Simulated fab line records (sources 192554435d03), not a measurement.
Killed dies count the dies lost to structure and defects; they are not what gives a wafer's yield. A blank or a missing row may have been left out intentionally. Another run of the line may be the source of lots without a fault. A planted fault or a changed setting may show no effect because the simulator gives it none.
fab line records -- flow n5Finfet
record lots=7, wafers=21
route steps=1938 shown BEOL_M13@1696 BEOL_M15@1776 PASS1_CAP@1874 PASSIVATION@1929
startH: the number of hours between the record's first day and the start of the first shown wafer of the lot -- waitH: hours since the lot's step before -- " the same as in the row above -- L1.1+2: a row that stands for several wafers -- - no value, or no start was given -- * or withheld: withheld -- < > ~ a bound
route shown NAME@n: a module of which the file shows steps, and the number in the route of the first -- usual: mean/standard deviation of fault-free wafers -- same: alike in all rows -- chamber/n: place in a boat -- sites: each site's reading -- _std_site: the standard deviation of these -- _edge_site: inner sites' mean taken away from outer sites' mean -- radiusMm: for every site, how far away it sits from the centre of the wafer -- mask NAME#n: copy n -- behind: the last tool/chamber to shape the wafer -- hold: what put the lot on hold/how long, in hours/how the hold closed -- device: the transistor (n, p or np) that didn't switch -- end of line: tests of these same wafers at the route's end -- for a step that has no rows: nothing shown but its recipe -- killed: the dies lost at the first sort to structure and to defects; this is not the yield of the wafer -- map: a wafer's dies, x killed, . not, _ none there
set.NAME: the run value of the setting; set.NAME@STEP: its run value at that earlier step -- model.NAME: the simulator's own value behind a step, which no gauge read
one table per step and one row per wafer, for lots whose settings were changed on purpose
## steps
# step N5_BEOL_M13_TRENCH_ETCH_34
# recipe chemistry=C4F8/O2/Ar, target=SiOC, targetDepthA=4134.7, maskMaterial=SOC, pressureMtorr=30, sourceW=3000, biasW=700, Ar_flow_sccm=400, C4F8_flow_sccm=15, O2_flow_sccm=8, heInnerTorr=15, heOuterTorr=30, timeS=162.6, ionEnergyEv=250
lot.wafer,tool,chamber,startH,waitH,set.timeS,model.etch.depthNm
L074.1,rieDiel-01,0,234.08,0.0,162.6,410.4
L074.2,rieDiel-01,2,234.08,0.0,162.6,400.1
L074.5,rieDiel-01,1,234.08,0.0,162.6,422.9
L082.2,rieDiel-01,1,297.63,0.0,178.9,469.3
L082.5,rieDiel-01,0,297.63,0.0,162.6,409.6
L082.6,rieDiel-01,1,297.63,0.0,162.6,425.4
L084.4,rieDiel-01,3,311.96,0.0,162.6,417.9
L084.5,rieDiel-01,0,311.96,0.0,162.6,412.7
L084.6,rieDiel-01,1,311.96,0.0,129.5,340.2
L086.1,rieDiel-01,2,312.51,0.0,162.6,397
L086.4,rieDiel-01,3,312.51,0.0,152.5,390
L086.5,rieDiel-01,2,312.51,0.0,162.6,396.8
L091.1,rieDiel-01,0,342.39,0.0,129.4,328.8
L091.4,rieDiel-01,1,342.39,0.0,129.4,339
L091.5,rieDiel-01,3,342.39,0.0,162.6,416.8
L092.3,rieDiel-01,1,354.60,0.0,162.6,423.8
L092.5,rieDiel-01,0,354.60,0.0,162.6,408.1
L092.6,rieDiel-01,3,354.60,0.0,162.6,413.9
L093.3,rieDiel-02,2,373.01,0.0,162.6,411.3
L093.4,rieDiel-02,1,373.01,0.0,162.6,411.5
L093.6,rieDiel-02,3,373.01,0.0,186.2,479
# step N5_BEOL_M13_STRIP_70
# recipe chemistry=C4F8/O2/Ar, resist=SiARC, rfFrequencyHz=6e+07
# step N5_BEOL_M13_OCD_MEAS_35
# usual trenchDepthNm=411/7.2
lot.wafer,tool,chamber,startH,waitH,set.timeS@BEOL_M13_TRENCH_ETCH_34,trenchDepthNm
L074.1,ocd-02,-,234.25,0.0,162.6,411
L074.2,ocd-02,-,234.25,0.0,162.6,400
L074.5,ocd-02,-,234.25,0.0,162.6,422
L082.2,ocd-02,-,297.81,0.0,178.9,470
L082.5,ocd-02,-,297.81,0.0,162.6,409
L082.6,ocd-02,-,297.81,0.0,162.6,426
L084.4,ocd-01,-,312.14,0.0,162.6,418
L084.5,ocd-01,-,312.14,0.0,162.6,413
L084.6,ocd-01,-,312.14,0.0,129.5,340
L086.1,ocd-01,-,312.68,0.0,162.6,397
L086.4,ocd-01,-,312.68,0.0,152.5,390
L086.5,ocd-01,-,312.68,0.0,162.6,396
L091.1,ocd-02,-,342.56,0.0,129.4,329
L091.4,ocd-02,-,342.56,0.0,129.4,340
L091.5,ocd-02,-,342.56,0.0,162.6,417
L092.3,ocd-02,-,354.78,0.0,162.6,424
L092.5,ocd-02,-,354.78,0.0,162.6,408
L092.6,ocd-02,-,354.78,0.0,162.6,414
L093.3,ocd-01,-,373.18,0.0,162.6,411
L093.4,ocd-01,-,373.18,0.0,162.6,411
L093.6,ocd-01,-,373.18,0.0,186.2,479
# step N5_BEOL_M13_STRIP_37
# recipe chemistry=N2/H2, powerW=1000, tempC=250, h2Frac=0.65, overashFraction=0.3, pressureMtorr=withheld, n2FlowSccm=1750, h2FlowSccm=3250
# step N5_BEOL_M13_ETCH_38
# recipe chemistry=CF4/N2, target=SiCN, targetDepthA=675, taperDeg=2, timeS=71.9, ionEnergyEv=150, maskMaterial=SiO2, pressureMtorr=40, sourceW=430, biasW=70, Ar_flow_sccm=100, cf4FlowSccm=60, n2FlowSccm=60
# step N5_BEOL_M13_ECD_47
# recipe material=Cu, targetThkA=9360
# step N5_BEOL_M13_ANNEAL_48
# recipe tempC=225, timeS=90, ambient=N2
# step N5_BEOL_M13_CMP_49
# recipe stopOn=SiOC, tOverpolishS=17.1, downForcePsi=1, platenRpm=50, clearingPlatenDownForcePsi=1.5, clearingPlatenRpm=50, postCmpClean=cuAlkaline, targetThkNm=420, clearingPlatenPadVelocityMS=0.99484, padVelocityMS=0.99484
lot.wafer,tool,chamber,startH,waitH,set.timeS@BEOL_M13_TRENCH_ETCH_34,model.Cu_of_BEOL_M13_ECD_47.thkNm
L074.1,cmp-02,2,237.18,0.3,162.6,413.4
L074.2,cmp-02,0,237.18,0.3,162.6,403.4
L074.5,cmp-02,1,237.18,0.3,162.6,427.8
L082.2,cmp-04,1,304.03,0.2,178.9,474.8
L082.5,cmp-04,1,304.03,0.2,162.6,415.4
L082.6,cmp-04,2,304.03,0.2,162.6,431.6
L084.4,cmp-03,2,316.97,0.2,162.6,424
L084.6,cmp-03,3,316.97,0.2,129.5,343.6
L084.5,cmp-03,0,316.97,0.2,162.6,417.2
L086.4,cmp-03,2,318.16,0.1,152.5,396.6
L086.1,cmp-03,3,318.16,0.1,162.6,401.4
L086.5,cmp-03,2,318.16,0.1,162.6,403.8
L091.1,cmp-02,0,345.90,0.3,129.4,333.6
L091.4,cmp-02,2,345.90,0.3,129.4,345
L091.5,cmp-02,1,345.90,0.3,162.6,421.6
L092.3,cmp-04,3,356.74,0.3,162.6,429.6
L092.5,cmp-04,0,356.74,0.3,162.6,414
L092.6,cmp-04,1,356.74,0.3,162.6,419.4
L093.4,cmp-03,1,376.14,0.1,162.6,417.6
L093.3,cmp-03,3,376.14,0.1,162.6,417.4
L093.6,cmp-03,1,376.14,0.1,186.2,484.2
# step N5_BEOL_M13_THK_MEAS_50
# recipe thkMeasGauge=xrf, reads=Cu_of_BEOL_M13_ECD_47
# usual M13_THK=414/7.7
lot.wafer,tool,chamber,startH,waitH,set.timeS@BEOL_M13_TRENCH_ETCH_34,M13_THK[nm]
L074.1,filmMetro-01,-,237.44,-,162.6,410
L074.2,filmMetro-01,-,237.44,-,162.6,400
L074.5,filmMetro-01,-,237.44,-,162.6,423
L082.2,filmMetro-01,-,304.32,-,178.9,473
L082.5,filmMetro-01,-,304.32,-,162.6,414
L082.6,filmMetro-01,-,304.32,-,162.6,430
L084.4,filmMetro-01,-,317.16,-,162.6,417
L084.5,filmMetro-01,-,317.16,-,162.6,410
L084.6,filmMetro-01,-,317.16,-,129.5,336
L086.1,filmMetro-01,-,318.45,-,162.6,395
L086.4,filmMetro-01,-,318.45,-,152.5,390
L086.5,filmMetro-01,-,318.45,-,162.6,398
L091.1,filmMetro-02,-,346.20,-,129.4,331
L091.4,filmMetro-02,-,346.20,-,129.4,344
L091.5,filmMetro-02,-,346.20,-,162.6,419
L092.3,filmMetro-01,-,356.92,-,162.6,421
L092.5,filmMetro-01,-,356.92,-,162.6,406
L092.6,filmMetro-01,-,356.92,-,162.6,410
L093.3,filmMetro-02,-,376.43,-,162.6,417
L093.4,filmMetro-02,-,376.43,-,162.6,418
L093.6,filmMetro-02,-,376.43,-,186.2,485
# step N5_BEOL_M13_PRE_CLEAN_52
# recipe gas=NH3, timeS=15, tempC=withheld, rfPowerW=300
# step N5_BEOL_M13_DEP_53
# recipe material=SiCN, targetThkA=500, tempC=withheld, precursor=3MS/NH3, pressureTorr=3, rfW=675, timeS=17.8
# step N5_BEOL_M13_RS_MEAS_54
# recipe thkMeasGauge=four-point-probe, reads=Cu_of_BEOL_M13_ECD_47+Ta_of_BEOL_M13_SPUTTER_44+TaN_of_BEOL_M13_SPUTTER_43
# usual M13_RS=0.0453/0.0008
lot.wafer,tool,chamber,startH,waitH,set.timeS@BEOL_M13_TRENCH_ETCH_34,M13_RS[ohm/sq]
L074.1,filmMetro-02,-,237.57,0.0,162.6,0.0458
L074.2,filmMetro-02,-,237.57,0.0,162.6,0.0469
L074.5,filmMetro-02,-,237.57,0.0,162.6,0.0442
L082.2,filmMetro-01,-,304.48,0.1,178.9,0.0396
L082.5,filmMetro-01,-,304.48,0.1,162.6,0.0455
L082.6,filmMetro-01,-,304.48,0.1,162.6,0.0435
L084.4,filmMetro-01,-,317.28,0.0,162.6,0.0444
L084.5,filmMetro-01,-,317.28,0.0,162.6,0.0453
L084.6,filmMetro-01,-,317.28,0.0,129.5,0.0552
L086.1,filmMetro-02,-,318.58,0.0,162.6,0.0472
L086.4,filmMetro-02,-,318.58,0.0,152.5,0.0478
L086.5,filmMetro-02,-,318.58,0.0,162.6,0.0469
L091.1,filmMetro-01,-,346.33,0.0,129.4,0.0569
L091.4,filmMetro-01,-,346.33,0.0,129.4,0.0549
L091.5,filmMetro-01,-,346.33,0.0,162.6,0.0447
L092.3,filmMetro-01,-,357.08,0.1,162.6,0.0439
L092.5,filmMetro-01,-,357.08,0.1,162.6,0.0455
L092.6,filmMetro-01,-,357.08,0.1,162.6,0.0449
L093.3,filmMetro-01,-,376.56,0.1,162.6,0.0451
L093.4,filmMetro-01,-,376.56,0.1,162.6,0.0450
L093.6,filmMetro-01,-,376.56,0.1,186.2,0.0387
# step N5_BEOL_M15_COAT_04
# recipe spinRpm=1704, resistThkNm=800
lot.wafer,tool,chamber,startH,waitH,set.spinRpm,model.coat_of_BEOL_M15_COAT_04.thkNm
L074.1,lithoTrack-05,0,-,-,1704,802.2
L074.2+5,lithoTrack-05,0,-,-,1704,802.8
L082.2,lithoTrack-04,0,-,-,1782,783.4
L082.5,lithoTrack-04,0,-,-,1782,783.2
L082.6,lithoTrack-04,0,-,-,1704,799.4
L084.4,lithoTrack-05,0,-,-,1786,784.2
L084.5,lithoTrack-05,0,-,-,1786,784.4
L084.6,lithoTrack-05,0,-,-,1786,783.6
L086.1,lithoTrack-01,0,-,-,1704,803
L086.4,lithoTrack-01,0,-,-,1529,845.4
L086.5,lithoTrack-01,0,-,-,1529,846
L091.1,lithoTrack-01,0,-,-,1704,800.2
L091.4,lithoTrack-01,0,-,-,1704,799.2
L091.5,lithoTrack-01,0,-,-,1704,800.4
L092.3,lithoTrack-04,0,-,-,1704,800.8
L092.5,lithoTrack-04,0,-,-,1704,797.2
L092.6,lithoTrack-04,0,-,-,1704,801.2
L093.3,lithoTrack-04,0,-,-,1704,801
L093.4,lithoTrack-04,0,-,-,1883,761.2
L093.6,lithoTrack-04,0,-,-,1883,762.8
# step N5_BEOL_M15_EBR_06
# recipe solvent=PGMEA, ebrWidthMm=1.5
# step N5_BEOL_M15_SOFTBAKE_05
# recipe tempC=130, timeS=60
# step N5_BEOL_M15_DESCUM_15
# recipe chemistry=O2, timeS=7.9, sourcePowerW=50, biasPowerW=20, pressureMtorr=20, rfFrequencyHz=2.712e+07, tempC=40, o2FlowSccm=225
# step N5_BEOL_M15_ETCH_59
# recipe chemistry=N2/H2, target=BARC, targetDepthA=890, overetchA=267, timeS=67.9, ionEnergyEv=200, pressureMtorr=30, sourceW=840, biasW=150, n2FlowSccm=200, h2FlowSccm=200
lot.wafer,tool,chamber,startH,waitH,set.spinRpm@BEOL_M15_COAT_04,model.coat_of_BEOL_M15_COAT_04.thkNm
L074.1,rieDiel-02,1,242.82,0.0,1704,720
L074.2,rieDiel-02,3,242.82,0.0,1704,722.4
L074.5,rieDiel-02,3,242.82,0.0,1704,722.6
L082.2,rieDiel-05,1,311.60,0.0,1782,703.8
L082.5,rieDiel-05,0,311.60,0.0,1782,700.4
L082.6,rieDiel-05,3,311.60,0.0,1704,716.6
L084.4,rieDiel-02,1,324.29,0.0,1786,702
L084.5,rieDiel-02,2,324.29,0.0,1786,702.2
L084.6,rieDiel-02,1,324.29,0.0,1786,700.8
L086.1,rieDiel-05,1,326.07,0.0,1704,724
L086.4,rieDiel-05,3,326.07,0.0,1529,762.4
L086.5,rieDiel-05,0,326.07,0.0,1529,763.2
L091.1,rieDiel-02,1,353.56,0.0,1704,717.8
L091.4,rieDiel-02,2,353.56,0.0,1704,717
L091.5,rieDiel-02,0,353.56,0.0,1704,716.4
L092.3,rieDiel-05,3,371.75,0.0,1704,718.4
L092.5,rieDiel-05,1,371.75,0.0,1704,717.8
L092.6,rieDiel-05,3,371.75,0.0,1704,718.6
L093.3,rieDiel-01,1,382.23,0.0,1704,720
L093.4,rieDiel-01,1,382.23,0.0,1883,680.6
L093.6,rieDiel-01,0,382.23,0.0,1883,681
# step N5_BEOL_M15_VIA_ETCH_16
# recipe chemistry=C4F8/O2/Ar, target=SiO2, heInnerTorr=15, heOuterTorr=30, targetDepthA=17922, timeS=withheld, ionEnergyEv=800, pressureMtorr=20, sourceW=1905, biasW=2040, Ar_flow_sccm=400, C4F8_flow_sccm=16, O2_flow_sccm=12, ends=cleared
lot.wafer,tool,chamber,startH,waitH,set.spinRpm@BEOL_M15_COAT_04,model.coat_of_BEOL_M15_COAT_04.thkNm
L074.1,rieDiel-02,1,242.87,0.0,1704,349.2
L074.2,rieDiel-02,3,242.87,0.0,1704,343.8
L074.5,rieDiel-02,3,242.87,0.0,1704,341.4
L082.2,rieDiel-05,1,311.65,0.0,1782,331
L082.5,rieDiel-05,0,311.65,0.0,1782,324
L082.6,rieDiel-05,3,311.65,0.0,1704,334.4
L084.4,rieDiel-02,1,324.34,0.0,1786,329.8
L084.5,rieDiel-02,2,324.34,0.0,1786,328.8
L084.6,rieDiel-02,1,324.34,0.0,1786,321.6
L086.1,rieDiel-05,1,326.12,0.0,1704,345
L086.4,rieDiel-05,3,326.12,0.0,1529,376
L086.5,rieDiel-05,0,326.12,0.0,1529,377.4
L091.1,rieDiel-02,1,353.61,0.0,1704,342.2
L091.4,rieDiel-02,2,353.61,0.0,1704,337.8
L091.5,rieDiel-02,0,353.61,0.0,1704,330.2
L092.3,rieDiel-05,3,371.80,0.0,1704,338
L092.5,rieDiel-05,1,371.80,0.0,1704,332.6
L092.6,rieDiel-05,3,371.80,0.0,1704,339.4
L093.3,rieDiel-01,1,382.28,0.0,1704,338
L093.4,rieDiel-01,1,382.28,0.0,1883,301.6
L093.6,rieDiel-01,0,382.28,0.0,1883,282.6
# step N5_BEOL_M15_TRENCH_ETCH_34
# recipe chemistry=C4F8/O2/Ar, target=SiO2, targetDepthA=8729.3, heInnerTorr=15, heOuterTorr=30, timeS=199, ionEnergyEv=800, pressureMtorr=20, sourceW=1905, biasW=2040, Ar_flow_sccm=400, C4F8_flow_sccm=16, O2_flow_sccm=12
# usual rfVppV=2234/35
lot.wafer,tool,chamber,startH,waitH,set.biasW,rfVppV
L074.1,rieDiel-02,0,244.33,0.0,2040,2214
L074.2,rieDiel-02,1,244.33,0.0,2040,2227
L074.5,rieDiel-02,3,244.33,0.0,2040,2217
L082.2,rieDiel-05,0,313.57,0.0,2040,2312
L082.5,rieDiel-05,3,313.57,0.0,2040,2244
L082.6,rieDiel-05,1,313.57,0.0,2040,2249
L084.4,rieDiel-02,1,325.94,0.0,2172,2325
L084.5,rieDiel-02,2,325.94,0.0,2040,2232
L084.6,rieDiel-02,1,325.94,0.0,2172,2326
L086.1,rieDiel-01,2,327.60,0.0,2040,2298
L086.4,rieDiel-01,3,327.60,0.0,2233,2366
L086.5,rieDiel-01,1,327.60,0.0,2040,2211
L091.1,rieDiel-01,3,355.33,0.0,2040,2221
L091.4,rieDiel-01,0,355.33,0.0,1708,1946
L091.5,rieDiel-01,1,355.33,0.0,1708,1949
L092.3,rieDiel-05,1,373.26,0.0,2349,2477
L092.5,rieDiel-05,2,373.26,0.0,2040,2159
L092.6,rieDiel-05,3,373.26,0.0,2040,2244
L093.3,rieDiel-02,2,383.74,0.0,2040,2231
L093.4,rieDiel-02,0,383.74,0.0,2040,2213
L093.6,rieDiel-02,1,383.74,0.0,2040,2226
# step N5_PASSIVATION_PECVD_01
# recipe material=SiNx, targetThkA=2000, tempC=400, precursor=SiH4/NH3/N2, pressureTorr=4.9, rfW=1406, timeS=43.2
lot.wafer,tool,chamber,startH,waitH,set.timeS,model.SiNx_of_PASSIVATION_PECVD_01.thkNm
L074.1,pecvd-02,1,262.88,0.0,43.2,198.4
L074.2,pecvd-02,0,262.88,0.0,43.2,197.8
L074.5,pecvd-02,1,262.88,0.0,43.2,201.4
L082.2,pecvd-04,2,325.44,0.0,38.45,177.6
L082.5,pecvd-04,1,325.44,0.0,43.2,202
L082.6,pecvd-04,0,325.44,0.0,38.45,180.4
L084.4,pecvd-01,1,338.44,0.0,43.2,201
L084.5,pecvd-01,1,338.44,0.0,37.39,174.2
L084.6,pecvd-01,0,338.44,0.0,43.2,199.4
L086.1,pecvd-04,2,339.38,0.0,36.86,170.8
L086.4,pecvd-04,2,339.38,0.0,43.2,203.4
L086.5,pecvd-04,0,339.38,0.0,36.86,173.8
L091.1,pecvd-04,0,370.76,0.0,43.2,199.4
L091.4,pecvd-04,1,370.76,0.0,47.72,226
L091.5,pecvd-04,2,370.76,0.0,43.2,202.6
L092.3,pecvd-04,0,382.68,0.0,43.2,202
L092.5,pecvd-04,1,382.68,0.0,48.6,228
L092.6,pecvd-04,2,382.68,0.0,48.6,228.6
L093.3,pecvd-01,2,393.03,0.0,46.52,213.6
L093.4,pecvd-01,0,393.03,0.0,46.52,215
L093.6,pecvd-01,2,393.03,0.0,46.52,214.2
# step N5_PASSIVATION_PASS_ETCH_47
# recipe chemistry=CF4/O2, target=SiNx, targetDepthA=7700, timeS=385, ionEnergyEv=100, pressureMtorr=40, sourceW=535, biasW=49, Ar_flow_sccm=100, cf4FlowSccm=100, O2_flow_sccm=10
# usual rfVppV=239/4
lot.wafer,tool,chamber,startH,waitH,set.sourceW,rfVppV,model.etch.depthNm
L074.1,rieDiel-04,3,267.10,0.0,535,235,783.5
L074.2,rieDiel-04,0,267.10,0.0,535,239,759.6
L074.5,rieDiel-04,3,267.10,0.0,535,236,778.7
L082.2,rieDiel-06,2,332.34,0.0,580.4,229,815.5
L082.5,rieDiel-06,1,332.34,0.0,535,243,760.7
L082.6,rieDiel-06,2,332.34,0.0,580.4,229,811
L084.4,rieDiel-06,3,343.27,0.0,535,237,758
L084.5,rieDiel-06,3,343.27,0.0,535,239,758.7
L084.6,rieDiel-06,2,343.27,0.0,455.5,262,672.2
L086.1,rieDiel-04,1,344.33,0.0,535,235,793.3
L086.4,rieDiel-04,3,344.33,0.0,535,238,777.9
L086.5,rieDiel-04,0,344.33,0.0,578.8,229,803.3
L091.1,rieDiel-03,3,378.72,0.0,535,248,780.3
L091.4,rieDiel-03,0,378.72,0.0,453.5,259,654.5
L091.5,rieDiel-03,2,378.72,0.0,535,245,770
L092.3,rieDiel-04,3,388.60,0.0,601.6,225,863.6
L092.5,rieDiel-04,2,388.60,0.0,601.6,222,884.2
L092.6,rieDiel-04,1,388.60,0.0,535,236,795.9
L093.3,rieDiel-06,2,401.02,0.0,535,240,768.3
L093.4,rieDiel-06,0,401.02,0.0,592.7,229,826.7
L093.6,rieDiel-06,3,401.02,0.0,535,236,744.8
## key
split step=N5_BEOL_M13_TRENCH_ETCH_34, setting=timeS, stated=162.6, by=wafer
response step=N5_BEOL_M13_TRENCH_ETCH_34, reading=model.etch.depthNm, change=+4.03, per=1%, r=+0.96
response step=N5_BEOL_M13_OCD_MEAS_35, reading=trenchDepthNm, change=+4.04, per=1%, r=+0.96
response step=N5_BEOL_M13_CMP_49, reading=model.Cu_of_BEOL_M13_ECD_47.thkNm, change=+4.04, per=1%, r=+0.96
response step=N5_BEOL_M13_THK_MEAS_50, reading=M13_THK, change=+4.04, per=1%, r=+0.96
response step=N5_BEOL_M13_RS_MEAS_54, reading=M13_RS, change=-0.000498, per=1%, r=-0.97
split step=N5_BEOL_M15_COAT_04, setting=spinRpm, stated=1704, by=wafer
response step=N5_BEOL_M15_COAT_04, reading=model.coat_of_BEOL_M15_COAT_04.thkNm, change=-3.89, per=1%, r=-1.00
response step=N5_BEOL_M15_ETCH_59, reading=model.coat_of_BEOL_M15_COAT_04.thkNm, change=-3.7, per=1%, r=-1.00
response step=N5_BEOL_M15_VIA_ETCH_16, reading=model.coat_of_BEOL_M15_COAT_04.thkNm, change=-3.54, per=1%, r=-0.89
split step=N5_BEOL_M15_TRENCH_ETCH_34, setting=biasW, stated=2040, by=wafer
response step=N5_BEOL_M15_TRENCH_ETCH_34, reading=rfVppV, change=+16.4, per=1%, r=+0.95
split step=N5_PASSIVATION_PECVD_01, setting=timeS, stated=43.2, by=wafer
response step=N5_PASSIVATION_PECVD_01, reading=model.SiNx_of_PASSIVATION_PECVD_01.thkNm, change=+2.11, per=1%, r=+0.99
split step=N5_PASSIVATION_PASS_ETCH_47, setting=sourceW, stated=535, by=wafer
response step=N5_PASSIVATION_PASS_ETCH_47, reading=rfVppV, change=-1.14, per=1%, r=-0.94
response step=N5_PASSIVATION_PASS_ETCH_47, reading=model.etch.depthNm, change=+6.3, per=1%, r=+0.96
